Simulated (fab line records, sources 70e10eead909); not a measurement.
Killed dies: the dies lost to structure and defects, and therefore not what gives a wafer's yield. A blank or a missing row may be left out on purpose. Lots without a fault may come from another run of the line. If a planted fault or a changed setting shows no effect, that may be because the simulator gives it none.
Chamber matching || flow nand_harc || 4 sister chambers for NHARC_A_STAIRCASE_DESCUM_443 on rie_diel-04
The step chemistry O2, time 3 s. 4 wafers are shown with their chamber, then 7 later ones without.

== WAFERS WITH THEIR CHAMBER ==
{"wafer": "L085.3", "chamber": 2, "drypump_motor_current_A (A)": 5.4}
{"wafer": "L085.6", "chamber": 1, "drypump_motor_current_A (A)": 5.0}
{"wafer": "L090.1", "chamber": 3, "drypump_motor_current_A (A)": 6.7}
{"wafer": "L090.3", "chamber": 0, "drypump_motor_current_A (A)": 6.0}

== WAFERS WHOSE CHAMBER IS MISSING ==
{"wafer": "L090.6", "drypump_motor_current_A (A)": 6.7}
{"wafer": "L093.2", "drypump_motor_current_A (A)": 5.9}
{"wafer": "L093.3", "drypump_motor_current_A (A)": 5.0}
{"wafer": "L093.4", "drypump_motor_current_A (A)": 5.4}
{"wafer": "L096.3", "drypump_motor_current_A (A)": 5.0}
{"wafer": "L096.4", "drypump_motor_current_A (A)": 5.4}
{"wafer": "L096.5", "drypump_motor_current_A (A)": 6.7}

== EACH ONE'S CHAMBER ==
{"wafer": "L090.6", "from the rows above": 3, "in truth": 3}
{"wafer": "L093.2", "from the rows above": 0, "in truth": 0}
{"wafer": "L093.3", "from the rows above": 1, "in truth": 1}
{"wafer": "L093.4", "from the rows above": 2, "in truth": 2}
{"wafer": "L096.3", "from the rows above": 1, "in truth": 1}
{"wafer": "L096.4", "from the rows above": 2, "in truth": 2}
{"wafer": "L096.5", "from the rows above": 3, "in truth": 3}
7 of 7 placed correctly. Number that these rows cannot place: 0. Placed wrongly: 0.
How it was worked out, from the rows above alone: a wafer's distance from a chamber is the root of the sum, over the readings, of the square of ((its reading less the chamber's mean) divided by the reading's scatter). If the next closest chamber is less than 2 further off than the closest, the wafer can't be placed; otherwise it belongs to the closest. For every chamber, the mean is computed from those of its wafers that are shown. The scatter: with one shown wafer a chamber, the root of the mean of the squares of how far each hidden wafer lies from its nearest shown one.
